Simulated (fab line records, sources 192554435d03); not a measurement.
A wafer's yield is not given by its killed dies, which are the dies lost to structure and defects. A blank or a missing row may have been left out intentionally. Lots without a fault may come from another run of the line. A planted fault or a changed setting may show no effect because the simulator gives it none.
fab line records + flow n5_finfet
[record]
- lots = 4
- wafers = 12
- last_day = 17
route steps=1938 shown BEOL_M10@1529 BEOL_M11@1536 PASSIVATION@1936
lots untouched by any fault: they come from a run of this same line in which no faults occurred
start_h: the number of hours between the record's first day and the start of the first shown wafer of the lot + wait_h: hours since the lot's step before + " same as the row above + L1.1+2: a single row standing in for several wafers + - value missing, or start not given + * or withheld: withheld + < > ~ a bound
route shown NAME@n: names a module that has steps shown in the file, with the first one's number in the route + usual: mean/standard deviation taken from wafers without a fault + same: alike in all rows + chamber/n: place in a boat + sites: per-site readings + _std_site: the values' standard deviation + _edge_site: inner sites' mean taken away from outer sites' mean + radius_mm: for every site, how far away it sits from the centre of the wafer + mask NAME#n: copy n + behind: the tool/chamber that last shaped the wafer + hold: what put the lot on hold/how long, in hours/how the hold closed + device: which transistor (n, p or np) failed to switch + end of line: the tests these same wafers got at the end of their route + where a step has no rows: the recipe by itself + killed: not the wafer's yield, but the dies lost to structure and defects at the first sort + map: dies across one wafer; x = killed, . = not, _ = none there
set.NAME: the setting as run; set.NAME@STEP: as run at that earlier step + model.NAME: the simulator's own value behind a step, which no gauge read
certain route steps with their lots: each step a table, each wafer a row
services: when a tool's chamber went out of use (start_h, in hours from the record's first day, below 0 if earlier), for how many hours, and the reason
[[steps]]
[step N5_BEOL_M10_ANNEAL_51]
[recipe]
- temp_c = 225
- time_s = 90
- ambient = N2
[step N5_BEOL_M10_CMP_52]
[recipe]
- stop_on = SiCOH_lowk
- t_overpolish_s = 7
- down_force_psi = 1
- platen_rpm = 50
- clearing_platen_down_force_psi = 1.5
- clearing_platen_rpm = 50
- post_cmp_clean = cu_alkaline
- target_thk_nm = 140
- clearing_platen_pad_velocity_m_s = 0.99484
- pad_velocity_m_s = 0.99484
[step N5_BEOL_M10_PRE_CLEAN_55]
[recipe]
- gas = NH3
- time_s = 15
- temp_c = withheld
- rf_power_w = 300
[step N5_BEOL_M10_DEP_56]
[recipe]
- material = SiCN
- target_thk_a = 150
- temp_c = withheld
- precursor = 3MS/NH3
- pressure_torr = 3
- rf_w = 202
- time_s = 26.5
[step N5_BEOL_M11_ILD_DEP_00]
[recipe]
- material = SiCOH_lowk
- target_thk_a = 3085.1
- temp_c = 300
- precursor = DEMS/porogen
- pressure_torr = 5
- rf_w = 500
- time_s = 58
[step N5_BEOL_M11_CURE_71]
[recipe]
- temp_c = 385
- time_s = 240
- ambient = He/Ar
- material = SiCOH_lowk
[step N5_BEOL_M11_PECVD_70]
[recipe]
- material = SiO2
- target_thk_a = 200
- temp_c = 400
- precursor = TEOS/O2
- pressure_torr = 5.5
- rf_w = 450
- teos_flow_sccm = 53.8
- gas = O2
- flow_sccm = 3000
- time_s = 22.7
[step N5_BEOL_M11_HM_DEP_02]
[recipe]
- material = TiN
- target_thk_a = 200
- temp_c = 25
- chamber_pressure_pa = 0.49996
[step N5_BEOL_M11_COAT_59]
[recipe]
- resist = SOC
- temp_c = 250
- time_s = 60
- spin_rpm = 1500
- resist_thk_nm = 100
[usual]
- spin_speed_rpm = 1500.1/1.1
| lot.wafer | tool           | chamber | start_h | wait_h | spin_speed_rpm | model.SOC_of_BEOL_M11_COAT_59.thk_nm |
|-----------|----------------|---------|---------|--------|----------------|--------------------------------------|
| L212.2    | litho_track-04 | 0       | 286.20  | 0.1    | 1501.7         | 100.2                                |
| L212.5    | "              | 0       | "       | "      | 1501.8         | 100.4                                |
| L212.6    | "              | 0       | "       | "      | 1500.6         | 100.4                                |
| L218.2    | litho_track-04 | 0       | 338.31  | 0.1    | 1924.0         | 88.4                                 |
| L218.3    | "              | 0       | "       | "      | 1925.0         | 88.4                                 |
| L218.4    | "              | 0       | "       | "      | 1923.9         | 88.6                                 |
| L219.3    | litho_track-04 | 0       | 342.14  | 0.1    | 1923.4         | 88                                   |
| L219.4    | "              | 0       | "       | "      | 1923.2         | 88                                   |
| L219.6    | "              | 0       | "       | "      | 1923.3         | 87.8                                 |
| L222.1    | litho_track-02 | 0       | 369.74  | 0.1    | 1498.6         | 100.8                                |
| L222.2    | "              | 0       | "       | "      | 1499.5         | 100.8                                |
| L222.4    | "              | 0       | "       | "      | 1497.9         | 100.8                                |
[step N5_BEOL_M11_COAT_60]
[recipe]
- resist = SiARC
- temp_c = 220
- time_s = 60
- spin_rpm = 1500
- resist_thk_nm = 30
[step N5_BEOL_M11_COAT_05]
[recipe]
- resist = CAR-ArF
- spin_rpm = 1500
- resist_thk_nm = 90
[step N5_BEOL_M11_EBR_07]
[recipe]
- solvent = PGMEA
- ebr_width_mm = 1.5
[step N5_BEOL_M11_SOFTBAKE_06]
[recipe]
- temp_c = 110
- time_s = 60
- resist = CAR-ArF
[step N5_BEOL_M11_EXPOSE_08]
[recipe]
- mask_id = M11
- na = 1.35
- source_shape = dipole
- sigma_inner = 0.411
- sigma_outer = 0.611
- polarization = te
- dose_mj = 53.75
[step N5_BEOL_M11_PEB_09]
[recipe]
- peb_temp_c = withheld
- peb_time_s = 60
- resist = CAR-ArF
[step N5_BEOL_M11_DEVELOP_10]
[recipe]
- develop_time_s = 30
- developer = TMAH
- resist = CAR-ArF
- rinse_liquid = diw
- dry = air_spin
- dev_temp_c = 23
[step N5_BEOL_M11_DESCUM_16]
[recipe]
- chemistry = O2
- time_s = 7.9
- source_power_w = 50
- bias_power_w = 20
- pressure_mtorr = 20
- rf_frequency_hz = 2.712e+07
- temp_c = 40
- resist = CAR-ArF
- o2_flow_sccm = 225
[step N5_BEOL_M11_ETCH_61]
[recipe]
- chemistry = CF4
- target = SiARC
- target_depth_a = 390
- mask_material = CAR-ArF
- time_s = 65
- ion_energy_ev = 80
- pressure_mtorr = 40
- source_w = 545
- bias_w = 36
- Ar_flow_sccm = 100
- cf4_flow_sccm = 100
- ends = cleared
[step N5_BEOL_M11_ETCH_62]
[recipe]
- chemistry = N2/H2
- target = SOC
- target_depth_a = 1100
- overetch_a = 220
- mask_material = SiARC
- temp_c = 40
- time_s = 165
- ion_energy_ev = 200
- pressure_mtorr = 30
- source_w = 840
- bias_w = 150
- n2_flow_sccm = 200
- h2_flow_sccm = 200
[usual]
- drypump_motor_current_A = 5.5/0.33
- n2_flow_sccm = 199.9/0.6
- oes_product_au = 0.68/0.065
- rf_fwd_power_W = 837.4/2.7
- rf_vpp_V = 524.4/2.5
- showerhead_plenum_p_Torr = 2.56/0.089
- throttle_valve_pct = 17.74/0.28
| lot.wafer | tool        | chamber | start_h | wait_h | drypump_motor_current_A | n2_flow_sccm | oes_product_au | rf_fwd_power_W | rf_hours_counter_h | rf_vpp_V | showerhead_plenum_p_Torr | throttle_valve_pct | model.etch.depth_nm |
|-----------|-------------|---------|---------|--------|-------------------------|--------------|----------------|----------------|--------------------|----------|--------------------------|--------------------|---------------------|
| L212.2    | rie_diel-02 | 1       | 286.85  | 0.0    | 5.7                     | 199.2        | 0.75           | 834.4          | 45                 | 528.4    | 2.69                     | 17.52              | 100.2               |
| L212.5    | "           | 1       | "       | "      | 5.7                     | 198.9        | 0.76           | 834.4          | -                  | 528.1    | 2.69                     | 17.53              | 100.5               |
| L212.6    | "           | 2       | "       | "      | 6.0                     | 200.7        | 0.61           | 834.3          | -                  | 519.2    | 2.43                     | 18.01              | 100.4               |
| L218.2    | rie_diel-04 | 3       | 338.86  | 0.0    | 5.2                     | 199.3        | 0.68           | 841.4          | 46                 | 528.6    | 2.70                     | 17.46              | 88.48               |
| L218.3    | "           | 0       | "       | "      | 4.9                     | 198.8        | 0.56           | 835.9          | 240                | 525.1    | 2.62                     | 17.91              | 88.33               |
| L218.4    | "           | 2       | "       | "      | 5.4                     | 200.3        | 0.58           | 835.3          | 209                | 525.9    | 2.63                     | 17.84              | 88.61               |
| L219.3    | rie_diel-04 | 2       | 342.69  | 0.0    | 5.5                     | 198.2        | 0.57           | 836.9          | 211                | 527.5    | 2.63                     | 17.87              | 88.05               |
| L219.4    | "           | 0       | "       | "      | 5.0                     | 201.2        | 0.56           | 838.2          | 241                | 526.2    | 2.62                     | 17.92              | 88                  |
| L219.6    | "           | 1       | "       | "      | 5.2                     | 199.9        | 0.64           | 836.1          | -                  | 520.2    | 2.45                     | 17.96              | 87.82               |
| L222.1    | rie_diel-02 | 1       | 370.28  | 0.0    | 5.7                     | 199.6        | 0.72           | 838.6          | 74                 | 527.3    | 2.67                     | 17.58              | 100.9               |
| L222.2    | "           | 3       | "       | "      | 5.9                     | 200.4        | 0.79           | 835.1          | 6                  | 526.6    | 2.59                     | 17.54              | 100.8               |
| L222.4    | "           | 0       | "       | "      | 5.8                     | 199.7        | 0.77           | 838.4          | 19                 | 525.0    | 2.59                     | 17.65              | 100.7               |
[step N5_BEOL_M11_STRIP_68]
[recipe]
- chemistry = N2/H2
- temp_c = 40
- n2_flow_sccm = 200
- h2_flow_sccm = 200
- rf_frequency_hz = 6e+07
[step N5_BEOL_M11_STRIP_67]
[recipe]
- chemistry = CF4
- resist = SiARC
- power_w = 300
- bias_power_w = 75
- pressure_mtorr = 50
- cf4_flow_sccm = 150
- rf_frequency_hz = 6e+07
[step N5_BEOL_M11_HM_OPEN_17]
[recipe]
- chemistry = Cl2/BCl3
- target_depth_a = 200
- overetch_a = 60
- target = TiN
- mask_material = SOC
- ion_energy_ev = 150
- pressure_mtorr = 10
- icp_w = 1000
- bias_w = 126
- Cl2_flow_sccm = 53.25
- bcl3_flow_sccm = 21.75
- Ar_flow_sccm = 25
[usual]
- drypump_motor_current_A = 5.89/0.23
- mfc_ar_sccm = 25.00/0.076
- oes_product_au = 0.67/0.062
- rf_fwd_power_W = 993/3.4
- throttle_valve_pct = 22.07/0.21
| lot.wafer | tool         | chamber | start_h | wait_h | drypump_motor_current_A | mfc_ar_sccm | oes_product_au | rf_fwd_power_W | rf_hours_counter_h | throttle_valve_pct | model.SOC_of_BEOL_M11_COAT_59.thk_nm |
|-----------|--------------|---------|---------|--------|-------------------------|-------------|----------------|----------------|--------------------|--------------------|--------------------------------------|
| L212.2    | rie_metal-02 | 1       | 287.19  | 0.2    | 6.15                    | 24.86       | 0.59           | 995            | 82                 | 22.03              | 92.2                                 |
| L212.5    | "            | 0       | "       | "      | 5.73                    | 25.04       | 0.71           | 999            | -                  | 22.22              | 92.6                                 |
| L212.6    | "            | 1       | "       | "      | 6.14                    | 24.96       | 0.59           | 990            | -                  | 22.03              | 92.4                                 |
| L218.2    | rie_metal-02 | 1       | 339.04  | 0.0    | 6.12                    | 25.05       | 0.58           | 989            | 87                 | 22.02              | 80.4                                 |
| L218.3    | "            | 0       | "       | "      | 5.70                    | 25.04       | 0.70           | 994            | -                  | 22.21              | 80.4                                 |
| L218.4    | "            | 1       | "       | "      | 6.12                    | 24.82       | 0.59           | 991            | -                  | 22.02              | 80.4                                 |
| L219.3    | rie_metal-03 | 1       | 342.90  | 0.1    | 6.06                    | 24.96       | 0.73           | 992            | -                  | 22.20              | 80.2                                 |
| L219.4    | "            | 0       | "       | "      | 5.80                    | 25.04       | 0.69           | 992            | -                  | 21.67              | 80                                   |
| L219.6    | "            | 1       | "       | "      | 6.05                    | 25.07       | 0.73           | 992            | -                  | 22.20              | 80                                   |
| L222.1    | rie_metal-03 | 1       | 370.47  | 0.0    | 6.00                    | 24.86       | 0.72           | 989            | 19                 | 22.22              | 93.2                                 |
| L222.2    | "            | 0       | "       | "      | 5.82                    | 24.96       | 0.67           | 992            | 36                 | 21.69              | 93                                   |
| L222.4    | "            | 0       | "       | "      | 5.78                    | 24.95       | 0.67           | 993            | -                  | 21.72              | 92.8                                 |
[step N5_BEOL_M11_STRIP_19]
[recipe]
- chemistry = O2
- power_w = 400
- temp_c = 40
- pressure_mtorr = 30
- rf_frequency_hz = 6e+07
- bias_power_w = 0
- overash_fraction = 0.2
- o2_flow_sccm = 225
[step N5_PASSIVATION_PROBE_49]
[usual]
- defect_limited_yield = 91.1/1.5
- killed_at_M0_to_M3 = 35/9.5
- killed_at_M4_up = 13/5.2
- killed_at_contacts = 12/6.1
- killed_at_front_end = 41/14
- killed_at_other = 3.8/2.9
- killed_dies = 105/17
- killed_open = 70/13
- killed_short = 33/8.4
- sort_bin_5_function = 5.1/0.97
- sort_bin_6_memory = 3.4/0.69
- sort_n_pass = 1075/17
- sort_yield_pct = 91.1/1.5
[same]
- gross_dies = 1180
- killed_at_back_side = 0
- sort_bin_4_leakage[%] = 0
- sort_bin_8_speed[%] = 0
| lot.wafer | tool      | chamber | start_h | wait_h | defect_limited_yield[%] | killed_at_M0_to_M3 | killed_at_M4_up | killed_at_contacts | killed_at_front_end | killed_at_other | killed_dies | killed_open | killed_short | sort_bin_5_function[%] | sort_bin_6_memory[%] | sort_n_pass | sort_yield_pct[%] |
|-----------|-----------|---------|---------|--------|-------------------------|--------------------|-----------------|--------------------|---------------------|-----------------|-------------|-------------|--------------|------------------------|----------------------|-------------|-------------------|
| L212.2    | prober-01 | -       | 337.10  | 0.1    | 94.7                    | 14                 | 4               | 9                  | 35                  | 0               | 62          | 43          | 19           | 3.1                    | 1.9                  | 1118        | 94.7              |
| L212.5    | prober-01 | -       | 337.25  | 0.2    | 94.2                    | 31                 | 8               | 8                  | 22                  | 0               | 69          | 49          | 18           | 3.3                    | 2.2                  | 1111        | 94.2              |
| L212.6    | prober-01 | -       | 337.30  | 0.3    | 93.3                    | 17                 | 8               | 17                 | 31                  | 6               | 79          | 59          | 20           | 4.2                    | 2.4                  | 1101        | 93.3              |
// killed by level:class
L212.2 STI_FIN_REVEAL:geometric_particle:open=8 MOL_CONTACT_COAG:geometric_particle:open=8 BEOL_M0_SAQP:geometric_particle:open=6 BEOL_M4:geometric_particle:open=4 STI_FIN_REVEAL:geometric_particle:short=3 DUMMY_GATE:geometric_particle:open=3 BEOL_M3:geometric_particle:open=3 GATE_CUT:geometric_particle:open=3
L212.5 BEOL_M3:geometric_particle:open=10 BEOL_M2:geometric_particle:open=8 STI_FIN_REVEAL:geometric_particle:open=6 MOL_CONTACT_COAG:geometric_particle:open=5 BEOL_M0_SAQP:geometric_particle:short=5 FIN_SAQP:geometric_particle:open=4 BEOL_M0_SAQP:geometric_particle:open=4 MOL_CONTACT_COAG:geometric_particle:short=3
L212.6 MOL_CONTACT_COAG:geometric_particle:open=15 STI_FIN_REVEAL:geometric_particle:open=12 BEOL_M0_SAQP:geometric_particle:short=6 GATE_CUT:geometric_particle:short=5 BEOL_M3:geometric_particle:open=5 FIN_SAQP:geometric_particle:open=4 BEOL_M0_SAQP:geometric_particle:open=4 DUMMY_GATE:geometric_particle:open=3
[[services]]
| tool         | chamber | start_h | hours | kind                          |
|--------------|---------|---------|-------|-------------------------------|
| rie_diel-02  | 0       | 296.99  | -     | clean                         |
| rie_diel-02  | 0       | 296.99  | -     | consumable_replace:focus_ring |
| rie_diel-02  | 0       | 296.99  | 19.5  | scheduled_down                |
| rie_diel-02  | 0       | 296.99  | 19.5  | vent_cycle                    |
| rie_diel-02  | 3       | 316.53  | -     | clean                         |
| rie_diel-02  | 3       | 316.53  | -     | consumable_replace:focus_ring |
| rie_diel-02  | 3       | 316.53  | 36.0  | scheduled_down                |
| rie_diel-02  | 3       | 316.53  | 36.0  | vent_cycle                    |
| rie_metal-02 | -       | 367.95  | 0.5   | repair                        |
| rie_diel-04  | 0       | 369.95  | -     | clean                         |
| rie_diel-04  | 0       | 369.95  | -     | consumable_replace:focus_ring |
[[key]]
[first_sign]
- step = N5_BEOL_M11_COAT_59
- reading = spin_speed_rpm
- direction = up
- sigmas = 99+
- usual = *
- struck = *
effect none on later readings
[model_effect]
- step = N5_BEOL_M11_COAT_59
- value = SOC_of_BEOL_M11_COAT_59.thk_nm
- without = 99.87
- struck = 88.2
[model_effect]
- step = N5_BEOL_M11_ETCH_62
- value = etch.depth_nm
- without = 99.88
- struck = 88.21
[model_effect]
- step = N5_BEOL_M11_HM_OPEN_17
- value = SOC_of_BEOL_M11_COAT_59.thk_nm
- without = 91.93
- struck = 80.23
met_at N5_BEOL_M11_COAT_59
struck_wafers L218.2,L218.3,L218.4,L219.3,L219.4,L219.6
onset_between 286.20 338.31
[fault]
- kind = process_parameter_drift
- tool = litho_track-04
- chamber = -
- onset_h = 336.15
- steps = N5_BEOL_M11_COAT_59
- channel = spin_rpm
- offset = *
- shape = step
- end_h = 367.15
- acts_in = *
- stated = *
